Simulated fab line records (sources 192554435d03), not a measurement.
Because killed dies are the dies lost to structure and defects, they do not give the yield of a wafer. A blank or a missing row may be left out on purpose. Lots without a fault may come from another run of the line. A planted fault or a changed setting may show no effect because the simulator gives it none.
Split-lot study ; flow n5Finfet ; route with 1938 steps; 7 lots, 21 wafers read

## THE SPLIT
At N5_BEOL_M7_EXPOSE_08 (exposes mask M7), the setting doseMj was moved away from the recipe's 68.25 on 5 of the 21 wafers read, by -3.3% to +5.8%. The other wafers ran this setting at the recipe's value.

## FROM THE SPLIT TO THE READING: what the file shows between them, 15 steps
- N5_BEOL_M7_PEB_09: peb time 60 s
- N5_BEOL_M7_DEVELOP_10: develop time 30 s
- N5_BEOL_M7_CD_MEAS_11: target cd 38.5 nm
- N5_BEOL_M7_DESCUM_16: chemistry O2, time 7.9 s
- N5_BEOL_M7_ETCH_61: etches SiARC in CF4, target depth 45.5 nm, time 75.8 s
- N5_BEOL_M7_ETCH_62: etches SOC in N2/H2, target depth 110 nm, overetch 22 nm, time 165 s
- N5_BEOL_M7_STRIP_68: strips in N2/H2
- N5_BEOL_M7_STRIP_67: strips in CF4
- N5_BEOL_M7_HM_OPEN_17: chemistry Cl2/BCl3, target TiN, target depth 20 nm, overetch 6 nm
- N5_BEOL_M7_STRIP_19: strips in O2
- N5_BEOL_M7_CD_MEAS_18: pitch 80 nm, target cd 40 nm
- N5_BEOL_M7_COAT_63: time 60 s, resist thk 60 nm
- N5_BEOL_M7_COAT_64: time 60 s, resist thk 12 nm
- N5_BEOL_M7_PRECLEAN_42: cleans in residue remover, time 60 s
- N5_BEOL_M7_SRD_43: time 30 s

## THE READING
cdNm (nm) at N5_BEOL_M7_CD_MEAS_35, where the cd target is 40 nm. Typical for fault-free wafers on this fab line: 40.3 nm, with standard deviation 0.58 nm.

wafer;tool, chamber at the split;doseMj as run;against the recipe;cdNm, nm;against lot-mates on the recipe
L076.1;arfiScanner-02, 0;68.25;recipe;39.8;-
L076.2;arfiScanner-02, 0;68.25;recipe;39.3;-
L076.6;arfiScanner-02, 0;68.25;recipe;38.7;-
L074.3;arfiScanner-03, 0;72.23;+5.8%;42.5;+3.0
L074.4;arfiScanner-03, 0;72.23;+5.8%;43.2;+3.7
L074.6;arfiScanner-03, 0;68.25;recipe;39.5;-
L078.1;arfiScanner-02, 0;68.25;recipe;40.7;-
L078.3;arfiScanner-02, 0;68.25;recipe;40.2;-
L078.5;arfiScanner-02, 0;68.25;recipe;40.2;-
L086.3;arfiScanner-01, 0;68.25;recipe;41.0;-
L086.4;arfiScanner-01, 0;68.25;recipe;41.4;-
L086.5;arfiScanner-01, 0;68.25;recipe;41.1;-
L095.4;arfiScanner-02, 0;68.25;recipe;40.0;-
L095.5;arfiScanner-02, 0;66.02;-3.3%;39.1;-0.9
L095.6;arfiScanner-02, 0;66.02;-3.3%;39.5;-0.5
L093.4;arfiScanner-01, 0;68.25;recipe;40.4;-
L093.5;arfiScanner-01, 0;68.25;recipe;40.0;-
L093.6;arfiScanner-01, 0;68.25;recipe;40.3;-
L097.1;arfiScanner-03, 0;68.25;recipe;39.9;-
L097.3;arfiScanner-03, 0;71.25;+4.4%;43.0;+2.5
L097.6;arfiScanner-03, 0;68.25;recipe;41.1;-

FIT RESULTS
A straight line over all 21 wafers: cdNm changes by +0.441 nm for each +1% of doseMj; r = +0.83; the points scatter about the line by 0.7 nm.
The same after taking each lot's own level away (the mean of its wafers on the recipe; 21 wafers): +0.49 nm for each +1%; r = +0.93; scatter 0.44 nm.
According to that fit, moving doseMj by its largest amount changes the reading by 2.9 nm.
From 39.27 to 41.17 nm: that is the span of the lots' own levels, equal to 3.3 times the standard deviation above.
So the lot-to-lot level changes the slope little: the two slopes agree.
Check: for one of the wafers moved furthest among these (+5.8%), held out of the fit, the line's prediction against its lot-mates is +3.01 nm. It came out at +3 nm against them.

## THESE WAFERS: OTHER SPLITS
Note: prior to the reading, these wafers also went through further splits. Each is held against what the fit with the lots' levels taken away leaves over:
other split on the same wafers;wafers away from the commonest value;r with cdNm (lot level and that fit taken away)
N5_BEOL_M7_COAT_59 spinRpm;7;+0.12

## THE WHOLE CHAIN: every reading that the file lists as answering this split, in the file's order
step;what it does;reading;change (the file's fit);r (the file's)
N5_BEOL_M7_CD_MEAS_11;target cd 38.5 nm;cdNm;+0.553 nm for each +1% of the setting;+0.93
N5_BEOL_M7_ETCH_61;etches SiARC in CF4, target depth 45.5 nm, time 75.8 s;BEOL_M7.cdOffsetNm (the simulator's own value, which no gauge read);+0.489 nm for each +1% of the setting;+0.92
N5_BEOL_M7_ETCH_62;etches SOC in N2/H2, target depth 110 nm, overetch 22 nm, time 165 s;BEOL_M7.cdOffsetNm (the simulator's own value, which no gauge read);+0.427 nm for each +1% of the setting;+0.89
N5_BEOL_M7_CD_MEAS_18;pitch 80 nm, target cd 40 nm;cdNm;+0.394 nm for each +1% of the setting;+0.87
N5_BEOL_M7_CD_MEAS_35;target cd 40 nm;cdNm;+0.506 nm for each +1% of the setting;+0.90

## THE FILE'S OWN FIT
cdNm changes by +0.506 nm for each +1% of doseMj, r = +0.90.
